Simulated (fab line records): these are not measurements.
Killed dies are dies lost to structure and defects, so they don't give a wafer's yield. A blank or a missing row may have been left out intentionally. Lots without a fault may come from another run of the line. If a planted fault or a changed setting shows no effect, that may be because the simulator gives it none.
fab line records	flow n5_finfet
record lots=24	wafers=72	last_day=18
route steps=1938 shown BEOL_M3@970 BEOL_M4@1037
lots with no fault: from the same line, run without faults
start_h: hours from the record's first day to the start of the lot's first wafer shown	wait_h: time in hours since the lot's previous step	" unchanged from the row above	L1.1+2: a single row standing in for several wafers	- no value present, or no start provided	* or withheld: withheld	< > ~ a bound
route shown NAME@n: a module of which the file shows steps, and the number in the route of the first	usual: average and standard deviation across the fault-free wafers	same: alike in all rows	chamber/n: place in a boat	sites: readings site by site	_std_site: the values' standard deviation	_edge_site: the outer-site mean with the inner-site mean subtracted	radius_mm: for every site, how far away it sits from the centre of the wafer	mask NAME#n: copy n	behind: the most recent tool/chamber to have shaped the wafer	hold: why the lot was held/for how many hours/how that ended	device: names the non-switching transistor (n, p or np)	end of line: tests of these same wafers at the route's end	step lacking rows: just its recipe	killed: dies that structure and defects cost at the first sort, which is not the same as the wafer's yield	map: the dies of a wafer, with x for killed, . for not killed, _ for no die there
set.NAME: the setting as run; set.NAME@STEP: as run at that earlier step	model.NAME: the simulator's own value behind a step, which no gauge read
route steps across a sampled set of lots; one table per step, one row per wafer
services: from which hour (start_h, from the record's first day; less than 0 if before it) a tool's chamber was out of use, for how many hours, and why
## steps
# step N5_BEOL_M3_ETCH_77
# recipe chemistry=N2/H2	target=underlayer	target_depth_a=65	mask_material=CAR-EUV	time_s=5.2	ion_energy_ev=200	pressure_mtorr=30	source_w=840	bias_w=150	n2_flow_sccm=200	h2_flow_sccm=200	ends=cleared
# usual drypump_motor_current_A=5.4/0.43	etch_rf_on_time_s=5.22/0.15	n2_flow_sccm=199.9/0.56	oes_product_au=0.68/0.074	rf_vpp_V=523.3/2.9	showerhead_plenum_p_Torr=2.53/0.099	throttle_valve_pct=18.0/0.3
lot.wafer	tool	chamber	start_h	wait_h	drypump_motor_current_A	etch_rf_on_time_s	n2_flow_sccm	oes_product_au	rf_hours_counter_h	rf_vpp_V	showerhead_plenum_p_Torr	throttle_valve_pct
L074.1	rie_diel-06	2	164.39	0.0	4.8	5.36	201.2	0.57	250	525.3	2.61	18.1
L074.3	"	1	"	"	5.2	5.25	200.1	0.82	2	527.8	2.73	17.7
L074.5	"	1	"	"	5.2	5.27	199.9	0.82	-	528.9	2.73	17.7
L075.3	rie_diel-06	0	164.60	0.0	5.4	5.29	199.0	0.72	53	520.3	2.48	18.0
L075.4	"	3	"	"	5.3	5.02	200.1	0.65	158	522.6	2.44	18.3
L075.6	"	2	"	"	4.8	5.44	201.3	0.55	-	524.0	2.61	18.0
L076.1	rie_diel-06	1	166.71	0.0	5.2	5.28	200.2	0.81	3	529.1	2.73	17.7
L076.3	"	0	"	"	5.3	5.25	200.0	0.71	54	521.2	2.48	18.1
L076.6	"	3	"	"	5.3	4.96	199.5	0.65	-	520.8	2.44	18.3
L077.1	rie_diel-02	1	170.05	0.0	5.9	5.19	199.8	0.72	66	523.4	2.46	17.5
L077.3	"	0	"	"	6.0	5.14	199.5	0.64	171	523.4	2.51	18.1
L077.5	"	1	"	"	5.9	5.13	200.1	0.72	-	521.0	2.46	17.5
L078.2	rie_diel-04	0	174.58	0.0	5.5	5.33	200.4	0.59	248	522.1	2.50	18.4
L078.4	"	1	"	"	6.5	5.26	200.0	0.67	107	523.6	2.56	17.5
L078.5	"	3	"	"	5.3	5.25	200.2	0.61	-	526.6	2.65	17.9
L079.3	rie_diel-06	1	176.62	0.0	5.1	5.31	199.5	0.80	-	528.6	2.73	17.7
L079.4	"	3	"	"	5.3	4.97	199.6	0.65	-	520.0	2.44	18.3
L079.6	"	3	"	"	5.3	4.97	199.9	0.64	-	519.5	2.44	18.3
L080.1	rie_diel-06	3	180.20	0.0	5.3	4.99	200.3	0.64	166	518.3	2.43	18.3
L080.2	"	0	"	"	5.4	5.26	200.3	0.72	56	523.1	2.48	18.1
L080.6	"	0	"	"	5.4	5.19	199.4	0.71	-	523.5	2.48	18.1
L081.2	rie_diel-04	0	202.73	0.0	5.6	5.35	199.5	0.83	0	523.6	2.50	18.0
L081.4	"	1	"	"	6.5	5.30	200.8	0.65	116	525.0	2.55	17.5
L081.5	"	0	"	"	5.6	5.34	199.7	0.83	-	520.1	2.50	18.0
L082.2	rie_diel-04	0	204.35	0.0	5.6	5.29	199.4	0.81	1	522.7	2.50	18.0
L082.4	"	2	"	"	6.1	5.43	199.5	0.58	229	526.3	2.64	18.5
L082.6	"	0	"	"	5.5	5.34	200.1	0.82	-	521.5	2.50	18.0
L084.1	rie_diel-04	3	210.27	0.0	5.3	5.32	199.6	0.58	218	525.8	2.64	17.9
L084.3	"	1	"	"	6.5	5.26	199.6	0.66	118	523.6	2.55	17.5
L084.4	"	0	"	"	5.5	5.33	199.5	0.80	3	520.9	2.50	18.0
L083.2	rie_diel-06	2	210.84	0.0	4.8	5.37	199.1	0.77	12	525.9	2.61	17.5
L083.4	"	2	"	"	4.8	5.28	200.0	0.78	-	525.4	2.61	17.6
L083.5	"	0	"	"	5.3	5.24	200.6	0.70	-	522.5	2.48	18.1
L085.3	rie_diel-04	1	227.39	0.0	6.5	5.25	200.5	0.66	122	523.9	2.55	17.5
L085.5	"	3	"	"	5.3	5.27	199.6	0.59	-	526.1	2.64	18.0
L085.6	"	2	"	"	6.1	5.36	200.1	0.56	-	525.4	2.64	18.5
L086.1	rie_diel-02	2	231.35	0.0	5.8	5.49	199.9	0.55	242	521.8	2.52	17.8
L086.2	"	1	"	"	5.9	5.07	200.5	0.70	83	520.5	2.45	17.5
L086.5	"	1	"	"	5.9	5.14	200.5	0.70	-	519.8	2.45	17.5
L087.2	rie_diel-02	0	231.59	0.0	6.0	5.09	199.5	0.63	189	521.6	2.50	18.1
L087.4	"	1	"	"	5.9	5.10	200.5	0.70	84	521.2	2.46	17.5
L087.6	"	0	"	"	6.0	5.09	199.8	0.63	-	521.7	2.50	18.1
L088.2	rie_diel-02	1	235.00	0.0	5.9	5.11	200.6	0.70	84	519.5	2.46	17.5
L088.3	"	0	"	"	6.0	5.10	201.1	0.63	190	524.0	2.50	18.1
L088.5	"	3	"	"	5.0	4.95	199.2	0.66	-	520.2	2.43	18.2
L089.2	rie_diel-02	3	240.86	0.0	5.1	5.07	200.3	0.66	149	520.9	2.43	18.2
L089.4	"	0	"	"	6.0	5.10	201.3	0.63	191	522.3	2.50	18.2
L089.6	"	0	"	"	6.0	5.10	200.5	0.63	-	525.9	2.50	18.1
L091.2	rie_diel-06	2	248.77	0.0	4.8	5.34	199.7	0.76	20	526.7	2.60	17.6
L091.4	"	0	"	"	5.4	5.30	199.2	0.69	-	522.1	2.47	18.1
L091.6	"	2	"	"	4.8	5.42	199.4	0.76	-	525.0	2.60	17.6
L090.1	rie_diel-06	0	253.82	0.0	5.3	5.33	200.1	0.68	83	523.8	2.47	18.1
L090.5	"	3	"	"	5.3	5.03	200.2	0.63	-	522.3	2.42	18.3
L090.6	"	0	"	"	5.4	5.38	199.7	0.68	-	522.9	2.47	18.1
L092.2	rie_diel-06	2	256.11	0.0	4.8	5.41	199.2	0.75	24	525.8	2.60	17.6
L092.5	"	3	"	"	5.3	5.00	201.2	0.62	-	519.1	2.42	18.3
L092.6	"	0	"	"	5.3	5.27	199.8	0.69	-	521.5	2.47	18.1
L093.3	rie_diel-06	2	262.63	0.0	4.8	5.37	200.6	0.74	27	523.7	2.60	17.6
L093.4	"	3	"	"	5.3	5.03	199.9	0.63	-	519.4	2.42	18.3
L093.5	"	0	"	"	5.4	5.32	199.3	0.69	-	520.2	2.47	18.1
L094.4	rie_diel-06	0	276.31	0.0	5.3	5.19	201.1	0.68	91	519.8	2.47	18.1
L094.5	"	1	"	"	5.2	5.29	199.7	0.77	-	526.9	2.72	17.7
L094.6	"	0	"	"	5.3	5.21	199.7	0.68	-	521.2	2.47	18.1
L095.1	rie_diel-02	0	277.10	0.0	6.0	5.12	200.7	0.63	204	523.7	2.49	18.2
L095.5	"	0	"	"	5.9	5.18	199.5	0.63	-	521.7	2.49	18.1
L095.6	"	3	"	"	5.0	5.04	199.4	0.65	-	521.3	2.42	18.2
L097.1	rie_diel-06	3	286.96	0.0	5.3	5.02	198.9	0.61	208	518.2	2.42	18.4
L097.4	"	1	"	"	5.2	5.32	199.8	0.77	17	529.2	2.72	17.7
L097.5	"	2	"	"	4.8	5.38	201.0	0.73	-	524.5	2.60	17.6
L096.1	rie_diel-06	1	295.69	0.0	5.1	5.33	199.9	0.76	20	528.2	2.72	17.7
L096.2	"	0	"	"	5.4	5.28	199.8	0.68	98	521.0	2.46	18.1
L096.3	"	3	"	"	5.2	4.99	199.5	0.62	210	520.2	2.42	18.4
# step N5_BEOL_M3_CD_MEAS_35
# recipe target_cd_nm=18	target_cd_y_nm=21	polarity=opening
# usual cd_nm=18.1/0.42
lot.wafer	tool	chamber	start_h	wait_h	cd_nm
L074.1	cd_sem-01	-	165.28	0.0	18.4
L074.3	"	-	"	"	18.4
L074.5	"	-	"	"	18.5
L076.1	cd_sem-03	-	169.25	0.0	17.9
L076.3	"	-	"	"	18.1
L076.6	"	-	"	"	18.7
L075.3	cd_sem-01	-	169.34	0.0	18.1
L075.4	"	-	"	"	17.9
L075.6	"	-	"	"	18.1
L077.1	cd_sem-03	-	172.41	0.0	18.8
L077.3	"	-	"	"	17.3
L077.5	"	-	"	"	17.9
L078.2	cd_sem-01	-	179.53	0.0	18.8
L078.4	"	-	"	"	18.3
L078.5	"	-	"	"	17.6
L079.3	cd_sem-02	-	182.79	0.0	17.9
L079.4	"	-	"	"	18.4
L079.6	"	-	"	"	18.3
L080.1	cd_sem-03	-	183.03	0.0	18.0
L080.2	"	-	"	"	18.5
L080.6	"	-	"	"	18.6
L081.2	cd_sem-01	-	208.72	0.0	17.7
L081.4	"	-	"	"	18.2
L081.5	"	-	"	"	18.1
L082.2	cd_sem-03	-	209.19	0.0	18.3
L082.4	"	-	"	"	18.7
L082.6	"	-	"	"	18.0
L084.1	cd_sem-01	-	217.97	0.0	17.5
L084.3	"	-	"	"	17.7
L084.4	"	-	"	"	17.6
L083.2	cd_sem-01	-	218.11	0.0	18.4
L083.4	"	-	"	"	17.4
L083.5	"	-	"	"	18.4
L085.3	cd_sem-03	-	230.12	0.0	18.3
L085.5	"	-	"	"	17.0
L085.6	"	-	"	"	18.3
L087.2	cd_sem-02	-	233.45	0.0	18.8
L087.4	"	-	"	"	18.5
L087.6	"	-	"	"	18.4
L088.2	cd_sem-01	-	239.04	0.0	18.1
L088.3	"	-	"	"	17.4
L088.5	"	-	"	"	17.6
L086.1	cd_sem-01	-	244.04	0.0	18.2
L086.2	"	-	"	"	18.0
L086.5	"	-	"	"	18.5
L089.2	cd_sem-03	-	244.08	0.0	18.6
L089.4	"	-	"	"	17.5
L089.6	"	-	"	"	18.2
L091.2	cd_sem-01	-	250.95	0.0	18.8
L091.4	"	-	"	"	17.9
L091.6	"	-	"	"	19.1
L090.1	cd_sem-03	-	254.67	0.0	18.6
L090.5	"	-	"	"	17.8
L090.6	"	-	"	"	18.3
L092.2	cd_sem-03	-	266.07	0.0	18.6
L092.5	"	-	"	"	18.5
L092.6	"	-	"	"	18.5
L093.3	cd_sem-01	-	272.16	0.0	18.2
L093.4	"	-	"	"	19.0
L093.5	"	-	"	"	18.3
L094.4	cd_sem-03	-	282.85	0.0	18.2
L094.5	"	-	"	"	18.1
L094.6	"	-	"	"	18.4
L095.1	cd_sem-02	-	283.89	0.0	17.7
L095.5	"	-	"	"	18.6
L095.6	"	-	"	"	17.5
L097.1	cd_sem-03	-	302.75	0.0	18.0
L097.4	"	-	"	"	17.7
L097.5	"	-	"	"	18.7
L096.1	cd_sem-03	-	302.83	0.0	18.0
L096.2	"	-	"	"	18.3
L096.3	"	-	"	"	17.7
# step N5_BEOL_M3_ANNEAL_82
# recipe temp_c=400	time_s=240	ambient=vacuum
# usual heater_power_w=839/55
lot.wafer	tool	chamber	start_h	wait_h	heater_power_w
L074.1	pvd_sputter-03	-	167.88	0.0	845
L074.3	"	-	"	"	897
L074.5	"	-	"	"	812
L076.1	pvd_sputter-03	-	170.94	0.0	780
L076.3	"	-	"	"	831
L076.6	"	-	"	"	828
L075.3	pvd_sputter-01	-	170.96	0.0	942
L075.4	"	-	"	"	932
L075.6	"	-	"	"	748
L077.1	pvd_sputter-01	-	173.92	0.0	826
L077.3	"	-	"	"	917
L077.5	"	-	"	"	938
L078.2	pvd_sputter-03	-	182.55	0.0	916
L078.4	"	-	"	"	789
L078.5	"	-	"	"	831
L080.1	pvd_sputter-03	-	184.71	0.0	815
L080.2	"	-	"	"	777
L080.6	"	-	"	"	845
L079.3	pvd_sputter-02	-	186.27	0.0	776
L079.4	"	-	"	"	845
L079.6	"	-	"	"	809
L082.2	pvd_sputter-03	-	210.49	0.0	905
L082.4	"	-	"	"	779
L082.6	"	-	"	"	821
L081.2	pvd_sputter-01	-	210.52	0.0	855
L081.4	"	-	"	"	875
L081.5	"	-	"	"	874
L084.1	pvd_sputter-03	-	219.54	0.0	900
L084.3	"	-	"	"	836
L084.4	"	-	"	"	747
L083.2	pvd_sputter-02	-	219.68	0.0	814
L083.4	"	-	"	"	930
L083.5	"	-	"	"	807
L085.3	pvd_sputter-02	-	231.91	0.0	930
L085.5	"	-	"	"	879
L085.6	"	-	"	"	782
L087.2	pvd_sputter-02	-	234.79	0.0	833
L087.4	"	-	"	"	773
L087.6	"	-	"	"	855
L088.2	pvd_sputter-01	-	242.42	0.0	863
L088.3	"	-	"	"	829
L088.5	"	-	"	"	908
L086.1	pvd_sputter-02	-	245.58	0.0	763
L086.2	"	-	"	"	818
L086.5	"	-	"	"	773
L089.2	pvd_sputter-03	-	245.74	0.0	902
L089.4	"	-	"	"	841
L089.6	"	-	"	"	797
L091.2	pvd_sputter-03	-	252.81	0.0	823
L091.4	"	-	"	"	857
L091.6	"	-	"	"	827
L090.1	pvd_sputter-02	-	256.13	0.0	854
L090.5	"	-	"	"	924
L090.6	"	-	"	"	809
L092.2	pvd_sputter-01	-	269.19	0.0	757
L092.5	"	-	"	"	823
L092.6	"	-	"	"	875
L093.3	pvd_sputter-02	-	273.63	0.0	909
L093.4	"	-	"	"	785
L093.5	"	-	"	"	841
L094.4	pvd_sputter-02	-	284.55	0.0	835
L094.5	"	-	"	"	912
L094.6	"	-	"	"	816
L095.1	pvd_sputter-03	-	285.89	0.0	826
L095.5	"	-	"	"	911
L095.6	"	-	"	"	786
L097.1	pvd_sputter-03	-	304.63	0.0	774
L097.4	"	-	"	"	853
L097.5	"	-	"	"	845
L096.1	pvd_sputter-01	-	306.32	0.0	859
L096.2	"	-	"	"	833
L096.3	"	-	"	"	922
# step N5_BEOL_M3_ANNEAL_93
# recipe temp_c=400	time_s=240	ambient=vacuum
# usual heater_power_w=839/54
lot.wafer	tool	chamber	start_h	wait_h	heater_power_w
L074.1	pvd_sputter-03	-	168.76	0.0	872
L074.3	"	-	"	"	919
L074.5	"	-	"	"	829
L076.1	pvd_sputter-03	-	171.82	0.0	770
L076.3	"	-	"	"	853
L076.6	"	-	"	"	840
L075.3	pvd_sputter-01	-	171.84	0.0	934
L075.4	"	-	"	"	925
L075.6	"	-	"	"	732
L077.1	pvd_sputter-01	-	174.80	0.0	809
L077.3	"	-	"	"	897
L077.5	"	-	"	"	943
L078.2	pvd_sputter-03	-	183.43	0.0	905
L078.4	"	-	"	"	764
L078.5	"	-	"	"	837
L080.1	pvd_sputter-03	-	185.59	0.0	834
L080.2	"	-	"	"	788
L080.6	"	-	"	"	832
L079.3	pvd_sputter-02	-	187.15	0.0	773
L079.4	"	-	"	"	824
L079.6	"	-	"	"	818
L082.2	pvd_sputter-03	-	211.37	0.0	945
L082.4	"	-	"	"	769
L082.6	"	-	"	"	856
L081.2	pvd_sputter-01	-	211.40	0.0	818
L081.4	"	-	"	"	864
L081.5	"	-	"	"	864
L084.1	pvd_sputter-03	-	220.42	0.0	909
L084.3	"	-	"	"	847
L084.4	"	-	"	"	781
L083.2	pvd_sputter-02	-	220.56	0.0	821
L083.4	"	-	"	"	891
L083.5	"	-	"	"	833
L085.3	pvd_sputter-02	-	232.79	0.0	928
L085.5	"	-	"	"	919
L085.6	"	-	"	"	781
L087.2	pvd_sputter-02	-	235.67	0.0	832
L087.4	"	-	"	"	779
L087.6	"	-	"	"	819
L088.2	pvd_sputter-01	-	243.30	0.0	852
L088.3	"	-	"	"	827
L088.5	"	-	"	"	927
L086.1	pvd_sputter-02	-	246.46	0.0	791
L086.2	"	-	"	"	799
L086.5	"	-	"	"	782
L089.2	pvd_sputter-03	-	246.62	0.0	897
L089.4	"	-	"	"	835
L089.6	"	-	"	"	752
L091.2	pvd_sputter-03	-	253.77	0.0	827
L091.4	"	-	"	"	826
L091.6	"	-	"	"	829
L090.1	pvd_sputter-02	-	257.01	0.0	867
L090.5	"	-	"	"	921
L090.6	"	-	"	"	840
L092.2	pvd_sputter-01	-	270.07	0.0	741
L092.5	"	-	"	"	846
L092.6	"	-	"	"	859
L093.3	pvd_sputter-02	-	274.51	0.0	909
L093.4	"	-	"	"	777
L093.5	"	-	"	"	836
L094.4	pvd_sputter-02	-	285.43	0.0	827
L094.5	"	-	"	"	919
L094.6	"	-	"	"	817
L095.1	pvd_sputter-03	-	286.77	0.0	832
L095.5	"	-	"	"	925
L095.6	"	-	"	"	779
L097.1	pvd_sputter-03	-	305.51	0.0	782
L097.4	"	-	"	"	842
L097.5	"	-	"	"	848
L096.1	pvd_sputter-01	-	307.20	0.0	883
L096.2	"	-	"	"	817
L096.3	"	-	"	"	932
# step N5_BEOL_M3_SPUTTER_94
# recipe material=Cu	target_thk_a=45	temp_c=-20	chamber_pressure_pa=0.07	power_w=withheld	time_s=8.29
# usual chamber_pressure_pa=0.06999/0.00015	throttle_valve_pct=30.5/0.91
lot.wafer	tool	chamber	start_h	wait_h	chamber_pressure_pa	throttle_valve_pct
L074.1	pvd_sputter-03	-	168.90	0.1	0.06992	29.8
L074.3	"	-	"	"	0.06998	32.1
L074.5	"	-	"	"	0.06965	29.1
L076.1	pvd_sputter-03	-	171.96	0.1	0.06974	31.1
L076.3	"	-	"	"	0.06986	29.7
L076.6	"	-	"	"	0.06994	29.7
L075.3	pvd_sputter-01	-	171.98	0.1	0.07016	30.0
L075.4	"	-	"	"	0.07009	30.0
L075.6	"	-	"	"	0.06982	31.8
L077.1	pvd_sputter-01	-	174.94	0.1	0.06997	31.3
L077.3	"	-	"	"	0.06999	30.0
L077.5	"	-	"	"	0.0699	30.0
L078.2	pvd_sputter-03	-	183.57	0.1	0.07017	32.3
L078.4	"	-	"	"	0.07019	31.2
L078.5	"	-	"	"	0.06988	29.9
L080.1	pvd_sputter-03	-	185.73	0.1	0.07021	29.0
L080.2	"	-	"	"	0.06992	31.1
L080.6	"	-	"	"	0.07001	29.0
L079.3	pvd_sputter-02	-	187.29	0.1	0.07011	29.9
L079.4	"	-	"	"	0.06979	30.7
L079.6	"	-	"	"	0.06979	30.8
L082.2	pvd_sputter-03	-	211.51	0.1	0.06999	32.1
L082.4	"	-	"	"	0.07016	31.2
L082.6	"	-	"	"	0.07008	29.7
L081.2	pvd_sputter-01	-	211.54	0.1	0.07018	31.2
L081.4	"	-	"	"	0.06975	30.4
L081.5	"	-	"	"	0.06988	30.2
L084.1	pvd_sputter-03	-	220.56	0.1	0.06987	32.3
L084.3	"	-	"	"	0.07006	29.0
L084.4	"	-	"	"	0.06994	31.3
L083.2	pvd_sputter-02	-	220.70	0.1	0.0701	30.6
L083.4	"	-	"	"	0.0701	30.4
L083.5	"	-	"	"	0.07003	30.6
L085.3	pvd_sputter-02	-	232.93	0.1	0.07011	30.6
L085.5	"	-	"	"	0.07008	30.0
L085.6	"	-	"	"	0.06977	29.8
L087.2	pvd_sputter-02	-	235.81	0.1	0.06992	30.6
L087.4	"	-	"	"	0.07005	29.8
L087.6	"	-	"	"	0.06983	30.9
L088.2	pvd_sputter-01	-	243.44	0.1	0.07005	30.4
L088.3	"	-	"	"	0.07024	31.2
L088.5	"	-	"	"	0.0699	30.3
L086.1	pvd_sputter-02	-	246.60	0.1	0.07001	30.3
L086.2	"	-	"	"	0.0699	30.9
L086.5	"	-	"	"	0.0701	29.9
L089.2	pvd_sputter-03	-	246.76	0.1	0.06996	32.2
L089.4	"	-	"	"	0.06984	29.8
L089.6	"	-	"	"	0.06991	31.0
L091.2	pvd_sputter-03	-	253.92	0.1	0.0703	29.8
L091.4	"	-	"	"	0.06992	29.0
L091.6	"	-	"	"	0.07009	28.9
L090.1	pvd_sputter-02	-	257.15	0.1	0.06999	30.7
L090.5	"	-	"	"	0.06977	30.5
L090.6	"	-	"	"	0.07009	30.5
L092.2	pvd_sputter-01	-	270.21	0.1	0.06985	31.7
L092.5	"	-	"	"	0.07001	31.5
L092.6	"	-	"	"	0.07013	30.5
L093.3	pvd_sputter-02	-	274.65	0.1	0.06985	30.1
L093.4	"	-	"	"	0.06989	29.9
L093.5	"	-	"	"	0.06992	30.4
L094.4	pvd_sputter-02	-	285.57	0.1	0.07004	30.5
L094.5	"	-	"	"	0.06975	30.6
L094.6	"	-	"	"	0.07018	30.6
L095.1	pvd_sputter-03	-	286.91	0.1	0.07011	29.9
L095.5	"	-	"	"	0.07014	32.2
L095.6	"	-	"	"	0.07017	31.0
L097.1	pvd_sputter-03	-	305.65	0.1	0.07007	31.2
L097.4	"	-	"	"	0.07008	29.8
L097.5	"	-	"	"	0.07007	29.7
L096.1	pvd_sputter-01	-	307.34	0.1	0.06991	30.3
L096.2	"	-	"	"	0.06994	31.2
L096.3	"	-	"	"	0.07008	30.1
# step N5_BEOL_M4_DESCUM_16
# recipe chemistry=O2	time_s=7	source_power_w=50	bias_power_w=20	pressure_mtorr=20	rf_frequency_hz=2.712e+07	temp_c=40	resist=CAR-EUV	o2_flow_sccm=225
# usual drypump_motor_current_A=5.67/0.28	oes_product_au=0.79/0.082	rf_vpp_V=243.2/1.4	showerhead_plenum_p_Torr=2.08/0.077	throttle_valve_pct=20.48/0.2
lot.wafer	tool	chamber	start_h	wait_h	drypump_motor_current_A	oes_product_au	rf_hours_counter_h	rf_vpp_V	showerhead_plenum_p_Torr	throttle_valve_pct
L074.1	rie_diel-03	1	172.61	0.0	5.36	0.71	213	242.0	1.97	20.56
L074.3	"	2	"	"	5.75	0.75	165	242.7	2.00	20.38
L074.5	"	1	"	"	5.39	0.72	-	241.4	1.97	20.56
L076.1	rie_diel-01	1	175.58	0.0	5.93	0.79	109	245.3	2.22	20.46
L076.3	"	0	"	"	6.20	0.77	124	244.1	2.08	20.41
L076.6	"	0	"	"	6.21	0.78	-	244.4	2.08	20.40
L075.3	rie_diel-03	0	175.75	0.0	5.54	0.70	194	242.6	2.16	20.83
L075.4	"	2	"	"	5.73	0.75	166	240.6	2.00	20.38
L075.6	"	2	"	"	5.71	0.74	-	242.7	2.00	20.35
L077.1	rie_diel-05	2	179.08	0.0	5.87	0.92	22	242.5	2.04	20.63
L077.3	"	1	"	"	5.83	0.89	49	243.4	2.15	20.25
L077.5	"	3	"	"	5.27	0.94	-	241.9	2.03	20.52
L078.2	rie_diel-03	0	188.94	1.6	5.53	0.70	199	245.0	2.16	20.84
L078.4	"	2	"	"	5.74	0.76	170	241.7	2.00	20.39
L078.5	"	0	"	"	5.54	0.70	-	245.2	2.16	20.82
L080.1	rie_diel-03	1	189.76	1.6	5.39	0.70	219	242.5	1.97	20.58
L080.2	"	2	"	"	5.71	0.75	171	241.2	2.00	20.38
L080.6	"	0	"	"	5.54	0.70	-	245.3	2.16	20.84
L079.3	rie_diel-01	0	190.96	1.1	6.22	0.77	132	242.2	2.08	20.40
L079.4	"	1	"	"	5.94	0.78	117	244.3	2.22	20.47
L079.6	"	1	"	"	5.91	0.78	-	243.7	2.22	20.47
L082.2	rie_diel-05	1	214.32	0.2	5.82	0.88	56	242.9	2.15	20.29
L082.4	"	2	"	"	5.84	0.91	29	243.4	2.04	20.66
L082.6	"	1	"	"	5.82	0.88	-	243.6	2.15	20.28
L081.2	rie_diel-05	3	214.55	0.1	5.27	0.92	18	242.1	2.03	20.53
L081.4	"	0	"	"	5.80	0.74	193	242.3	2.05	20.23
L081.5	"	3	"	"	5.28	0.91	-	241.1	2.03	20.54
L084.1	rie_diel-03	1	223.16	0.0	5.36	0.70	231	241.1	1.97	20.59
L084.3	"	2	"	"	5.76	0.74	183	241.6	2.00	20.39
L084.4	"	3	"	"	5.62	0.81	81	243.2	2.11	20.32
L083.2	rie_diel-03	1	223.63	0.0	5.34	0.70	231	241.3	1.97	20.59
L083.4	"	0	"	"	5.53	0.69	211	244.2	2.16	20.86
L083.5	"	0	"	"	5.55	0.68	-	244.0	2.16	20.86
L085.3	rie_diel-03	3	238.65	0.1	5.64	0.82	86	243.3	2.11	20.33
L085.5	"	2	"	"	5.70	0.73	-	242.3	1.99	20.41
L085.6	"	3	"	"	5.59	0.81	-	243.6	2.11	20.32
L087.2	rie_diel-03	2	239.75	0.5	5.72	0.72	189	242.0	1.99	20.40
L087.4	"	1	"	"	5.37	0.70	236	243.5	1.97	20.59
L087.6	"	1	"	"	5.37	0.69	-	241.1	1.97	20.62
L088.2	rie_diel-03	0	247.26	0.0	5.56	0.68	219	246.0	2.15	20.88
L088.3	"	1	"	"	5.37	0.68	239	242.3	1.96	20.62
L088.5	"	2	"	"	5.70	0.72	-	240.1	1.99	20.41
L086.1	rie_diel-01	3	251.05	0.1	5.12	0.90	25	245.2	2.22	20.18
L086.2	"	2	"	"	6.18	0.92	43	244.0	2.11	20.31
L086.5	"	0	"	"	6.22	0.76	-	244.0	2.07	20.44
L089.2	rie_diel-01	2	251.63	0.5	6.17	0.90	43	242.3	2.11	20.30
L089.4	"	0	"	"	6.22	0.76	152	242.5	2.07	20.43
L089.6	"	2	"	"	6.19	0.91	-	242.4	2.11	20.31
L091.2	rie_diel-03	0	256.15	0.0	5.56	0.68	222	244.8	2.15	20.87
L091.4	"	1	"	"	5.35	0.70	242	240.8	1.96	20.60
L091.6	"	2	"	"	5.72	0.73	-	242.0	1.99	20.42
L090.1	rie_diel-03	2	260.11	0.1	5.75	0.72	196	240.9	1.99	20.40
L090.5	"	1	"	"	5.37	0.69	-	243.1	1.96	20.61
L090.6	"	0	"	"	5.55	0.68	-	244.6	2.15	20.87
L092.2	rie_diel-05	2	273.16	0.1	5.86	0.89	48	241.9	2.03	20.68
L092.5	"	3	"	"	5.28	0.88	-	243.7	2.02	20.57
L092.6	"	2	"	"	5.85	0.89	-	243.4	2.03	20.67
L093.3	rie_diel-01	2	279.47	0.0	6.17	0.89	52	243.3	2.11	20.32
L093.4	"	0	"	"	6.22	0.75	161	243.5	2.07	20.47
L093.5	"	2	"	"	6.19	0.89	-	245.0	2.11	20.33
L094.4	rie_diel-03	0	288.67	0.1	5.54	0.67	-	245.1	2.15	20.89
L094.5	"	2	"	"	5.71	0.71	-	241.7	1.99	20.44
L094.6	"	3	"	"	5.61	0.79	-	244.1	2.10	20.36
L095.1	rie_diel-05	3	289.70	0.1	5.28	0.86	46	242.6	2.02	20.57
L095.5	"	1	"	"	5.84	0.83	-	245.0	2.14	20.31
L095.6	"	0	"	"	5.81	0.73	-	241.0	2.04	20.28
L097.1	rie_diel-05	1	308.23	0.2	5.83	0.84	84	244.0	2.14	20.33
L097.4	"	0	"	"	5.80	0.72	223	242.7	2.04	20.28
L097.5	"	0	"	"	5.81	0.72	-	241.6	2.04	20.27
L096.1	rie_diel-05	1	309.48	0.0	5.81	0.83	85	244.3	2.14	20.33
L096.2	"	3	"	"	5.29	0.85	55	243.1	2.02	20.59
L096.3	"	2	"	"	5.84	0.85	64	242.0	2.02	20.70
## services
tool	chamber	start_h	hours	kind
rie_diel-01	-	141.22	1.0	repair
pvd_sputter-01	-	141.50	2.1	repair
rie_diel-05	-	143.37	14.6	pm
rie_diel-03	3	149.91	2.5	repair
rie_diel-02	1	177.11	5.9	repair
rie_diel-05	-	180.40	15.6	pm
rie_diel-06	1	184.00	81.3	repair
rie_diel-02	3	191.84	6.5	repair
rie_diel-04	2	198.53	2.8	repair
rie_diel-06	2	218.19	13.6	repair
rie_diel-06	0	220.16	6.2	repair
rie_diel-02	3	243.66	9.1	repair
rie_diel-02	2	249.10	3.6	repair
rie_diel-03	-	253.52	0.4	repair
rie_diel-05	0	265.47	8.7	repair
rie_diel-06	-	266.11	2.8	pm
rie_diel-04	0	266.58	4.5	repair
rie_diel-05	2	279.25	2.4	repair
rie_diel-05	0	287.52	1.8	repair
rie_diel-01	3	288.67	23.6	repair
pvd_sputter-02	-	288.91	7.9	repair
rie_diel-05	1	290.79	6.3	repair
rie_diel-03	0	293.22	10.1	repair
pvd_sputter-02	-	303.50	6.2	repair
## key
fault none
